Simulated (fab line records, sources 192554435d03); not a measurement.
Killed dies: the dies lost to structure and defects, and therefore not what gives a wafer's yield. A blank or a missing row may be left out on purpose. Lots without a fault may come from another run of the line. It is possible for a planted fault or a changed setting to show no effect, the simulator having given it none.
fab line records	flow n5-finfet
record lots=24	wafers=72	last-day=20
route steps=1938 shown BEOL_M4@1090 BEOL_M5@1115
lots with no fault: from the same line, run without faults
start-h: hours from the record's opening day to when the first of the lot's shown wafers began	wait-h: time in hours since the lot's previous step	" repeats the value in the row above	L1.1+2: several wafers, shown together as one row	- no value, or no start given	* or withheld: withheld	< > ~ a bound
route shown NAME@n: names a module that has steps shown in the file, with the first one's number in the route	usual: mean/standard deviation of fault-free wafers	same: alike in all rows	chamber/n: place in a boat	sites: the reading at each site	_std_site: the values' standard deviation	_edge_site: inner sites' mean taken away from outer sites' mean	radius-mm: for every site, how far away it sits from the centre of the wafer	mask NAME#n: copy n	behind: the last tool/chamber to shape the wafer	hold: what put the lot on hold/how long, in hours/how the hold closed	device: which transistor (n, p or np) failed to switch	end of line: the tests these same wafers got at the end of their route	a step with no rows: only its recipe	killed: count of dies lost to structure and defects at first sort (not the wafer's yield)	map: shows each die of a wafer: x if killed, . if not, _ if none is there
set.NAME: the setting the step ran with; set.NAME@STEP: the setting that earlier step ran with	model.NAME: the simulator's own value behind a step, which no gauge read
a sample of lots followed through the steps of the route, with each step as a table and each wafer as a row
services: a tool's chamber out of use, with start hour (start-h, from the record's first day; less than 0 if before it), hours out, and reason
## steps
# step N5_BEOL_M4_SPUTTER_86
# recipe material=Cu	target-thk-a=45	temp-c=-20	chamber-pressure-pa=0.07	power-w=withheld	time-s=8.29
# usual chuck-gas-flow-sccm=1.26/0.053	throttle-valve-pct=29.8/1.1
lot.wafer	tool	chamber	start-h	wait-h	chuck-gas-flow-sccm	throttle-valve-pct
L074.1	pvd-sputter-03	-	182.99	0.1	1.20	29.0
L074.3	"	-	"	"	1.25	31.9
L074.5	"	-	"	"	1.30	28.9
L077.2	pvd-sputter-03	-	190.89	0.1	1.36	32.2
L077.5	"	-	"	"	1.26	32.1
L077.6	"	-	"	"	1.28	29.4
L076.1	pvd-sputter-02	-	194.02	0.1	1.25	30.3
L076.2	"	-	"	"	1.23	28.8
L076.4	"	-	"	"	1.28	31.5
L075.2	pvd-sputter-01	-	195.99	0.1	1.28	30.0
L075.3	"	-	"	"	1.21	29.0
L075.6	"	-	"	"	1.20	29.8
L079.1	pvd-sputter-01	-	198.88	0.1	1.31	29.9
L079.3	"	-	"	"	1.31	30.5
L079.5	"	-	"	"	1.29	28.9
L078.1	pvd-sputter-01	-	200.72	0.1	1.21	30.6
L078.4	"	-	"	"	1.26	29.1
L078.6	"	-	"	"	1.19	28.1
L080.1	pvd-sputter-01	-	216.28	0.1	1.30	28.9
L080.3	"	-	"	"	1.20	30.4
L080.5	"	-	"	"	1.25	30.2
L081.2	pvd-sputter-03	-	230.61	0.1	1.28	32.4
L081.5	"	-	"	"	1.29	32.1
L081.6	"	-	"	"	1.29	31.2
L082.2	pvd-sputter-01	-	252.45	0.1	1.26	30.2
L082.3	"	-	"	"	1.22	30.1
L082.5	"	-	"	"	1.22	29.8
L085.2	pvd-sputter-03	-	252.48	0.1	1.25	29.0
L085.3	"	-	"	"	1.24	31.2
L085.4	"	-	"	"	1.26	32.0
L084.2	pvd-sputter-02	-	280.72	0.1	1.30	31.3
L084.4	"	-	"	"	1.31	28.2
L084.5	"	-	"	"	1.26	31.5
L086.2	pvd-sputter-01	-	287.83	0.1	1.19	30.1
L086.3	"	-	"	"	1.22	28.4
L086.4	"	-	"	"	1.32	28.7
L089.2	pvd-sputter-02	-	294.45	0.1	1.22	30.0
L089.3	"	-	"	"	1.26	31.0
L089.5	"	-	"	"	1.29	30.0
L083.3	pvd-sputter-01	-	297.80	0.1	1.28	28.6
L083.4	"	-	"	"	1.26	28.8
L083.5	"	-	"	"	1.22	29.1
L087.1	pvd-sputter-03	-	302.74	0.1	1.32	32.1
L087.4	"	-	"	"	1.26	29.3
L087.6	"	-	"	"	1.36	32.0
L088.1	pvd-sputter-02	-	306.31	0.1	1.30	30.2
L088.2	"	-	"	"	1.34	28.3
L088.4	"	-	"	"	1.26	30.9
L090.2	pvd-sputter-01	-	314.81	0.1	1.19	30.3
L090.3	"	-	"	"	1.25	29.1
L090.6	"	-	"	"	1.28	27.9
L093.3	pvd-sputter-01	-	327.76	0.1	1.20	28.0
L093.4	"	-	"	"	1.21	28.4
L093.5	"	-	"	"	1.28	29.0
L092.1	pvd-sputter-01	-	329.60	0.1	1.25	28.8
L092.2	"	-	"	"	1.27	28.1
L092.6	"	-	"	"	1.31	29.0
L094.1	pvd-sputter-02	-	332.27	0.1	1.28	28.7
L094.2	"	-	"	"	1.31	30.1
L094.3	"	-	"	"	1.22	31.1
L091.1	pvd-sputter-03	-	332.47	0.1	1.21	32.0
L091.3	"	-	"	"	1.20	29.1
L091.6	"	-	"	"	1.28	31.2
L095.4	pvd-sputter-02	-	348.94	0.1	1.27	30.2
L095.5	"	-	"	"	1.24	30.2
L095.6	"	-	"	"	1.26	31.1
L097.1	pvd-sputter-01	-	349.15	0.1	1.28	28.1
L097.2	"	-	"	"	1.28	30.5
L097.5	"	-	"	"	1.16	30.3
L096.2	pvd-sputter-01	-	356.01	0.1	1.26	28.8
L096.3	"	-	"	"	1.31	29.9
L096.6	"	-	"	"	1.23	30.4
# step N5_BEOL_M4_INSPECT_59
# recipe inspect-instrument=darkfield	mode=post-dep
# usual raw-defect-count=68/24
lot.wafer	tool	chamber	start-h	wait-h	raw-defect-count
L074.1	defect-inspect-01	-	185.16	0.0	42
L074.3	"	-	"	"	65
L074.5	"	-	"	"	60
L077.2	defect-inspect-02	-	193.07	0.0	65
L077.5	"	-	"	"	68
L077.6	"	-	"	"	58
L076.1	defect-inspect-02	-	196.19	0.0	89
L076.2	"	-	"	"	47
L076.4	"	-	"	"	39
L075.2	defect-inspect-01	-	198.17	0.0	116
L075.3	"	-	"	"	102
L075.6	"	-	"	"	99
L079.1	defect-inspect-01	-	201.06	0.0	77
L079.3	"	-	"	"	93
L079.5	"	-	"	"	67
L078.1	defect-inspect-01	-	202.90	0.0	85
L078.4	"	-	"	"	47
L078.6	"	-	"	"	57
L080.1	defect-inspect-02	-	226.49	0.0	104
L080.3	"	-	"	"	50
L080.5	"	-	"	"	88
L081.2	defect-inspect-01	-	232.99	0.0	51
L081.5	"	-	"	"	65
L081.6	"	-	"	"	44
L082.2	defect-inspect-02	-	254.62	0.0	69
L082.3	"	-	"	"	55
L082.5	"	-	"	"	58
L085.2	defect-inspect-02	-	254.67	0.0	47
L085.3	"	-	"	"	41
L085.4	"	-	"	"	98
L084.2	defect-inspect-02	-	283.16	0.0	52
L084.4	"	-	"	"	51
L084.5	"	-	"	"	46
L086.2	defect-inspect-01	-	290.01	0.0	77
L086.3	"	-	"	"	68
L086.4	"	-	"	"	58
L089.2	defect-inspect-02	-	296.66	0.0	50
L089.3	"	-	"	"	122
L089.5	"	-	"	"	77
L083.3	defect-inspect-01	-	299.97	0.0	76
L083.4	"	-	"	"	68
L083.5	"	-	"	"	65
L087.1	defect-inspect-01	-	305.03	0.0	133
L087.4	"	-	"	"	89
L087.6	"	-	"	"	95
L088.1	defect-inspect-02	-	308.49	0.0	35
L088.2	"	-	"	"	40
L088.4	"	-	"	"	39
L090.2	defect-inspect-01	-	316.98	0.0	70
L090.3	"	-	"	"	68
L090.6	"	-	"	"	70
L093.3	defect-inspect-02	-	329.95	0.0	72
L093.4	"	-	"	"	92
L093.5	"	-	"	"	97
L092.1	defect-inspect-02	-	332.12	0.0	103
L092.2	"	-	"	"	65
L092.6	"	-	"	"	62
L094.1	defect-inspect-01	-	334.50	0.0	85
L094.2	"	-	"	"	71
L094.3	"	-	"	"	56
L091.1	defect-inspect-01	-	334.85	0.0	83
L091.3	"	-	"	"	69
L091.6	"	-	"	"	52
L095.4	defect-inspect-02	-	351.12	0.0	55
L095.5	"	-	"	"	55
L095.6	"	-	"	"	59
L097.1	defect-inspect-01	-	351.38	0.0	39
L097.2	"	-	"	"	77
L097.5	"	-	"	"	39
L096.2	defect-inspect-01	-	358.29	0.0	106
L096.3	"	-	"	"	105
L096.6	"	-	"	"	82
# step N5_BEOL_M5_PECVD_70
# recipe material=SiO2	target-thk-a=160	temp-c=400	precursor=TEOS/O2	pressure-torr=5.5	rf-w=450	teos-flow-sccm=53.8	gas=O2	flow-sccm=3000	time-s=18
# usual heater-power-w=706/76	rf-fwd-power-W=445.0/2.4	showerhead-plenum-p-Torr=8.81/0.063	throttle-valve-pct=22.8/1.5
lot.wafer	tool	chamber	start-h	wait-h	heater-power-w	rf-fwd-power-W	showerhead-plenum-p-Torr	since-wet-clean-h	throttle-valve-pct
L074.1	pecvd-02	1	186.77	0.0	574	447.6	8.89	1978	24.3
L074.3	"	0	"	"	719	440.8	8.68	1253	23.6
L074.5	"	2	"	"	747	446.0	8.84	-	21.4
L077.2	pecvd-01	0	194.68	0.0	636	444.1	8.82	717	21.2
L077.5	"	2	"	"	689	446.0	8.86	-	22.5
L077.6	"	0	"	"	652	447.2	8.83	-	21.4
L076.1	pecvd-02	1	197.79	0.0	575	449.8	8.88	1989	24.2
L076.2	"	2	"	"	831	447.0	8.83	490	21.5
L076.4	"	2	"	"	816	447.6	8.83	-	21.5
L075.2	pecvd-01	2	199.95	0.0	667	443.6	8.85	2173	22.6
L075.3	"	0	"	"	759	445.2	8.78	723	21.2
L075.6	"	2	"	"	667	444.8	8.85	-	22.6
L079.1	pecvd-02	1	202.67	0.0	603	448.6	8.91	1994	24.3
L079.3	"	0	"	"	684	440.5	8.68	1269	23.6
L079.5	"	1	"	"	594	446.9	8.89	-	24.6
L078.1	pecvd-04	0	204.50	0.0	716	447.2	8.81	908	24.3
L078.4	"	0	"	"	734	444.6	8.83	-	24.5
L078.6	"	1	"	"	740	442.5	8.78	-	21.5
L080.1	pecvd-01	1	228.59	0.0	730	445.1	8.89	1476	25.0
L080.3	"	0	"	"	736	445.7	8.82	-	21.4
L080.5	"	0	"	"	732	448.1	8.81	-	21.2
L081.2	pecvd-04	0	235.06	0.0	666	445.6	8.84	939	24.5
L081.5	"	1	"	"	639	442.1	8.77	-	21.5
L081.6	"	0	"	"	664	445.6	8.85	-	24.8
L082.2	pecvd-04	1	256.34	0.0	696	442.9	8.81	1685	21.3
L082.3	"	2	"	"	604	447.8	8.73	206	21.2
L082.5	"	0	"	"	663	445.5	8.83	-	24.6
L085.2	pecvd-04	1	256.49	0.0	716	442.5	8.79	1685	21.4
L085.3	"	0	"	"	660	446.2	8.84	960	24.8
L085.4	"	1	"	"	704	443.9	8.79	-	21.4
L084.2	pecvd-01	1	284.76	0.0	773	444.5	8.88	1532	24.8
L084.4	"	1	"	"	772	445.2	8.88	-	24.4
L084.5	"	2	"	"	716	445.0	8.82	-	20.7
L086.2	pecvd-02	1	291.62	0.0	650	445.2	8.86	2083	24.4
L086.3	"	0	"	"	653	440.4	8.67	1358	23.5
L086.4	"	2	"	"	803	444.4	8.82	-	22.0
L089.2	pecvd-04	0	298.25	0.0	742	446.4	8.85	1002	24.8
L089.3	"	0	"	"	729	446.4	8.81	-	24.7
L089.5	"	0	"	"	718	448.5	8.83	-	24.7
L083.3	pecvd-02	2	301.57	0.0	884	444.8	8.82	594	21.8
L083.4	"	2	"	"	885	448.7	8.85	-	21.5
L083.5	"	0	"	"	740	439.2	8.70	-	23.6
L087.1	pecvd-01	0	306.62	0.0	741	444.0	8.84	829	21.7
L087.4	"	0	"	"	768	447.2	8.85	-	21.4
L087.6	"	1	"	"	880	443.0	8.88	-	24.8
L088.1	pecvd-04	0	310.08	0.0	698	445.2	8.81	1014	25.0
L088.2	"	2	"	"	553	444.8	8.72	260	21.1
L088.4	"	2	"	"	541	444.5	8.71	-	21.5
L090.2	pecvd-04	0	318.60	0.0	709	448.2	8.83	1022	24.5
L090.3	"	2	"	"	632	449.4	8.73	-	22.0
L090.6	"	0	"	"	701	447.6	8.80	-	25.3
L093.3	pecvd-01	2	331.56	0.0	712	442.5	8.82	100	21.0
L093.4	"	1	"	"	854	445.5	8.88	-	24.6
L093.5	"	0	"	"	779	447.0	8.84	-	21.6
L092.1	pecvd-04	2	333.73	0.0	554	448.2	8.72	284	21.8
L092.2	"	1	"	"	700	439.7	8.82	1763	21.7
L092.6	"	0	"	"	681	444.6	8.84	-	24.8
L094.1	pecvd-04	2	336.09	0.0	670	446.6	8.72	286	21.7
L094.2	"	0	"	"	706	444.6	8.83	1040	24.7
L094.3	"	1	"	"	689	441.7	8.76	1765	21.4
L091.1	pecvd-01	2	336.45	0.0	725	443.3	8.82	105	20.9
L091.3	"	0	"	"	680	447.0	8.81	859	21.6
L091.6	"	2	"	"	730	442.6	8.84	-	20.9
L097.1	pecvd-04	2	352.98	0.0	615	446.4	8.73	303	21.6
L097.2	"	0	"	"	645	443.8	8.84	1057	25.3
L097.5	"	1	"	"	627	443.0	8.80	-	21.6
L095.4	pecvd-02	2	353.22	0.1	869	447.4	8.81	-	21.9
L095.5	"	1	"	"	645	446.0	8.88	-	24.1
L095.6	"	0	"	"	732	440.4	8.68	-	23.5
L096.2	pecvd-02	0	359.89	0.0	696	440.3	8.70	1426	23.4
L096.3	"	1	"	"	701	447.5	8.86	2151	24.2
L096.6	"	0	"	"	721	439.9	8.67	-	23.5
# step N5_BEOL_M5_SPUTTER_83
# recipe material=Cu	target-thk-a=150	temp-c=-20	chamber-pressure-pa=0.07	power-w=withheld	time-s=27.62
# usual chuck-gas-flow-sccm=1.24/0.049	throttle-valve-pct=30.0/1.2
lot.wafer	tool	chamber	start-h	wait-h	chuck-gas-flow-sccm	throttle-valve-pct
L074.1	pvd-sputter-03	-	195.31	0.5	1.18	31.1
L074.3	"	-	"	"	1.32	29.6
L074.5	"	-	"	"	1.15	31.1
L077.2	pvd-sputter-02	-	202.50	0.5	1.22	30.1
L077.5	"	-	"	"	1.25	30.3
L077.6	"	-	"	"	1.14	31.3
L076.1	pvd-sputter-01	-	204.48	0.5	1.28	29.9
L076.2	"	-	"	"	1.25	29.1
L076.4	"	-	"	"	1.20	30.4
L075.2	pvd-sputter-02	-	208.40	0.5	1.20	28.4
L075.3	"	-	"	"	1.27	31.2
L075.6	"	-	"	"	1.22	30.1
L079.1	pvd-sputter-01	-	210.50	0.5	1.31	28.3
L079.3	"	-	"	"	1.20	29.6
L079.5	"	-	"	"	1.22	29.1
L078.1	pvd-sputter-03	-	212.80	0.5	1.31	32.1
L078.4	"	-	"	"	1.21	29.0
L078.6	"	-	"	"	1.20	31.2
L080.1	pvd-sputter-03	-	236.38	0.5	1.13	29.1
L080.3	"	-	"	"	1.28	31.3
L080.5	"	-	"	"	1.22	31.2
L081.2	pvd-sputter-01	-	243.49	0.5	1.20	28.6
L081.5	"	-	"	"	1.25	28.1
L081.6	"	-	"	"	1.26	29.9
L082.2	pvd-sputter-03	-	263.75	0.5	1.28	29.3
L082.3	"	-	"	"	1.29	31.8
L082.5	"	-	"	"	1.15	28.7
L085.2	pvd-sputter-01	-	265.81	0.5	1.21	30.0
L085.3	"	-	"	"	1.18	30.1
L085.4	"	-	"	"	1.25	28.3
L084.2	pvd-sputter-01	-	293.56	0.5	1.23	30.3
L084.4	"	-	"	"	1.20	30.0
L084.5	"	-	"	"	1.23	30.2
L086.2	pvd-sputter-02	-	299.64	0.5	1.30	31.3
L086.3	"	-	"	"	1.31	28.4
L086.4	"	-	"	"	1.32	30.2
L089.2	pvd-sputter-01	-	306.22	0.5	1.20	28.8
L089.3	"	-	"	"	1.30	29.9
L089.5	"	-	"	"	1.31	30.4
L083.3	pvd-sputter-03	-	310.94	0.5	1.25	32.1
L083.4	"	-	"	"	1.31	29.0
L083.5	"	-	"	"	1.30	29.6
L087.1	pvd-sputter-02	-	316.06	0.5	1.25	31.2
L087.4	"	-	"	"	1.17	30.0
L087.6	"	-	"	"	1.32	28.5
L088.1	pvd-sputter-03	-	319.34	0.5	1.21	31.1
L088.2	"	-	"	"	1.22	29.1
L088.4	"	-	"	"	1.29	29.1
L090.2	pvd-sputter-03	-	326.38	0.5	1.20	31.4
L090.3	"	-	"	"	1.20	29.1
L090.6	"	-	"	"	1.25	29.1
L093.3	pvd-sputter-02	-	338.59	0.5	1.28	30.0
L093.4	"	-	"	"	1.25	28.5
L093.5	"	-	"	"	1.29	30.5
L092.1	pvd-sputter-01	-	341.75	0.5	1.31	29.2
L092.2	"	-	"	"	1.22	28.1
L092.6	"	-	"	"	1.26	29.0
L091.1	pvd-sputter-02	-	344.67	0.5	1.25	30.3
L091.3	"	-	"	"	1.26	31.3
L091.6	"	-	"	"	1.23	30.4
L094.1	pvd-sputter-03	-	345.31	0.5	1.26	31.9
L094.2	"	-	"	"	1.27	31.0
L094.3	"	-	"	"	1.25	29.7
L097.1	pvd-sputter-03	-	359.45	0.5	1.24	31.3
L097.2	"	-	"	"	1.30	29.1
L097.5	"	-	"	"	1.23	29.2
L095.4	pvd-sputter-01	-	360.02	0.5	1.21	30.4
L095.5	"	-	"	"	1.28	28.9
L095.6	"	-	"	"	1.28	28.3
L096.2	pvd-sputter-03	-	370.04	0.5	1.22	31.0
L096.3	"	-	"	"	1.15	28.9
L096.6	"	-	"	"	1.22	29.5
# step N5_BEOL_M5_THK_MEAS_53
# recipe thk-meas-gauge=xrf	reads=Cu_of_BEOL_M5_ECD_50
# usual M5_THK=60.9/1.3
lot.wafer	tool	chamber	start-h	wait-h	M5_THK[nm]
L074.1	film-metro-01	-	198.53	-	57.7
L074.3	"	-	"	"	59.1
L074.5	"	-	"	"	60.9
L077.2	film-metro-02	-	207.39	-	61.2
L077.5	"	-	"	"	59.3
L077.6	"	-	"	"	61.0
L076.1	film-metro-02	-	207.49	-	60.4
L076.2	"	-	"	"	60.0
L076.4	"	-	"	"	62.0
L075.2	film-metro-01	-	211.39	-	60.8
L075.3	"	-	"	"	63.0
L075.6	"	-	"	"	60.1
L079.1	film-metro-01	-	213.47	-	59.8
L079.3	"	-	"	"	61.9
L079.5	"	-	"	"	61.0
L078.1	film-metro-01	-	215.81	-	60.7
L078.4	"	-	"	"	61.0
L078.6	"	-	"	"	59.2
L080.1	film-metro-01	-	239.35	-	60.0
L080.3	"	-	"	"	61.7
L080.5	"	-	"	"	61.8
L081.2	film-metro-01	-	246.64	-	60.3
L081.5	"	-	"	"	62.0
L081.6	"	-	"	"	61.1
L082.2	film-metro-02	-	266.72	-	61.6
L082.3	"	-	"	"	59.9
L082.5	"	-	"	"	60.4
L085.2	film-metro-02	-	268.77	-	61.0
L085.3	"	-	"	"	61.2
L085.4	"	-	"	"	60.9
L084.2	film-metro-01	-	296.61	-	62.1
L084.4	"	-	"	"	64.4
L084.5	"	-	"	"	62.1
L086.2	film-metro-01	-	302.61	-	61.1
L086.3	"	-	"	"	61.0
L086.4	"	-	"	"	60.7
L089.2	film-metro-01	-	309.19	-	59.5
L089.3	"	-	"	"	60.2
L089.5	"	-	"	"	60.0
L083.3	film-metro-02	-	314.01	-	59.6
L083.4	"	-	"	"	60.4
L083.5	"	-	"	"	58.3
L087.1	film-metro-01	-	319.04	-	63.3
L087.4	"	-	"	"	62.2
L087.6	"	-	"	"	63.3
L088.1	film-metro-02	-	322.32	-	59.6
L088.2	"	-	"	"	59.2
L088.4	"	-	"	"	58.3
L090.2	film-metro-02	-	329.35	-	62.8
L090.3	"	-	"	"	60.9
L090.6	"	-	"	"	62.8
L093.3	film-metro-01	-	341.56	-	61.1
L093.4	"	-	"	"	61.1
L093.5	"	-	"	"	61.3
L092.1	film-metro-02	-	344.71	-	60.1
L092.2	"	-	"	"	63.5
L092.6	"	-	"	"	58.8
L091.1	film-metro-02	-	347.64	-	61.0
L091.3	"	-	"	"	60.4
L091.6	"	-	"	"	61.0
L094.1	film-metro-01	-	348.52	-	61.5
L094.2	"	-	"	"	60.1
L094.3	"	-	"	"	60.3
L097.1	film-metro-02	-	362.42	-	63.2
L097.2	"	-	"	"	61.8
L097.5	"	-	"	"	63.5
L095.4	film-metro-02	-	363.00	-	60.2
L095.5	"	-	"	"	59.7
L095.6	"	-	"	"	59.4
L096.2	film-metro-01	-	373.01	-	61.3
L096.3	"	-	"	"	62.3
L096.6	"	-	"	"	61.3
# step N5_BEOL_M5_PRE_CLEAN_77
# recipe gas=NH3/H2	time-s=15	temp-c=*	rf-power-w=300
# usual heater-power-w=79/33	rf-fwd-power-W=296.5/1.1
lot.wafer	tool	chamber	start-h	wait-h	heater-power-w	rf-fwd-power-W	since-wet-clean-h
L074.1	cvd-co-02	0	198.57	0.0	72	296.3	740
L074.3	"	2	"	"	62	295.8	281
L074.5	"	2	"	"	62	296.0	-
L077.2	cvd-co-01	2	207.65	0.3	51	295.2	508
L077.5	"	0	"	"	142	296.7	-
L077.6	"	2	"	"	52	296.0	-
L076.1	cvd-co-01	1	207.76	0.3	40	296.9	71
L076.2	"	2	"	"	49	295.2	508
L076.4	"	2	"	"	51	295.2	-
L075.2	cvd-co-02	1	211.42	0.0	107	297.6	1190
L075.3	"	2	"	"	62	296.0	293
L075.6	"	0	"	"	72	297.2	-
L079.1	cvd-co-02	0	213.51	0.0	71	295.6	755
L079.3	"	1	"	"	107	296.1	1192
L079.5	"	0	"	"	71	295.7	-
L078.1	cvd-co-02	0	215.84	0.0	71	297.7	757
L078.4	"	0	"	"	72	296.9	-
L078.6	"	2	"	"	61	296.4	-
L080.1	cvd-co-02	1	239.38	0.0	109	296.8	1218
L080.3	"	0	"	"	72	294.7	781
L080.5	"	2	"	"	63	297.1	-
L081.2	cvd-co-02	1	246.68	0.0	109	295.6	1225
L081.5	"	0	"	"	73	296.6	-
L081.6	"	2	"	"	63	296.4	-
L082.2	cvd-co-01	0	266.76	0.0	142	296.9	1027
L082.3	"	1	"	"	39	297.9	130
L082.5	"	0	"	"	142	296.9	-
L085.2	cvd-co-01	1	268.81	0.0	40	296.5	132
L085.3	"	2	"	"	52	294.9	569
L085.4	"	0	"	"	142	296.0	-
L084.2	cvd-co-02	1	296.74	0.1	106	294.9	1275
L084.4	"	0	"	"	72	297.0	-
L084.5	"	1	"	"	107	296.3	-
L086.2	cvd-co-02	1	302.65	0.0	108	295.9	1281
L086.3	"	0	"	"	73	297.0	844
L086.4	"	2	"	"	64	296.2	-
L089.2	cvd-co-01	2	309.24	0.1	54	294.8	610
L089.3	"	0	"	"	143	297.6	1069
L089.5	"	0	"	"	146	297.7	-
L083.3	cvd-co-01	2	314.05	0.0	53	296.3	615
L083.4	"	1	"	"	41	295.6	-
L083.5	"	2	"	"	52	295.2	-
L087.1	cvd-co-02	2	319.08	0.0	64	296.0	401
L087.4	"	1	"	"	108	298.9	-
L087.6	"	0	"	"	73	296.0	-
L088.1	cvd-co-02	0	322.36	0.0	71	296.2	864
L088.2	"	2	"	"	64	297.9	404
L088.4	"	1	"	"	109	297.3	-
L090.2	cvd-co-01	1	329.39	0.0	40	297.3	193
L090.3	"	2	"	"	52	295.2	630
L090.6	"	1	"	"	41	296.0	-
L093.3	cvd-co-01	0	341.60	0.0	148	298.8	1102
L093.4	"	0	"	"	144	297.4	-
L093.5	"	1	"	"	41	295.4	-
L092.1	cvd-co-01	2	344.75	0.0	53	294.8	645
L092.2	"	0	"	"	141	295.8	1105
L092.6	"	2	"	"	53	295.0	-
L091.1	cvd-co-02	0	347.68	0.0	72	296.8	889
L091.3	"	2	"	"	64	297.9	-
L091.6	"	2	"	"	64	297.0	-
L094.1	cvd-co-02	2	348.79	0.3	64	296.9	431
L094.2	"	0	"	"	73	295.7	890
L094.3	"	0	"	"	70	295.8	-
L097.1	cvd-co-02	1	362.46	0.0	102	296.8	7
L097.2	"	0	"	"	72	295.5	904
L097.5	"	2	"	"	63	295.9	-
L095.4	cvd-co-02	1	363.06	0.1	102	295.0	-
L095.5	"	2	"	"	64	296.8	-
L095.6	"	0	"	"	71	297.1	-
L096.2	cvd-co-01	1	373.04	0.0	41	295.8	236
L096.3	"	0	"	"	144	297.6	1133
L096.6	"	1	"	"	41	295.7	-
## services
tool	chamber	start-h	hours	kind
cvd-co-01	0	162.33	9.3	repair
pecvd-01	-	162.71	0.8	repair
pecvd-01	0	165.33	2.4	repair
pecvd-02	1	169.30	5.5	scheduled-down
pecvd-01	-	181.09	0.6	repair
cvd-co-02	-	183.14	0.6	repair
pecvd-04	1	187.08	5.5	scheduled-down
pecvd-01	2	202.41	-	clean
pecvd-01	2	202.41	-	consumable-replace:showerhead
cvd-co-01	-	218.09	2.8	repair
cvd-co-01	-	232.07	6.9	pm
pvd-sputter-02	-	265.13	12.8	repair
pecvd-04	1	266.50	2.1	scheduled-down
pecvd-01	2	291.81	5.0	repair
pecvd-04	2	293.08	5.5	scheduled-down
pecvd-01	-	303.96	1.5	repair
pecvd-02	-	309.13	1.0	repair
pecvd-04	1	317.96	5.0	scheduled-down
cvd-co-02	1	333.33	-	clean
cvd-co-02	1	333.33	22.0	scheduled-down
cvd-co-02	1	333.33	22.0	vent-cycle
cvd-co-01	-	334.60	2.8	pm
pecvd-04	2	338.37	2.1	scheduled-down
pvd-sputter-03	-	361.72	2.7	repair
## key
fault none
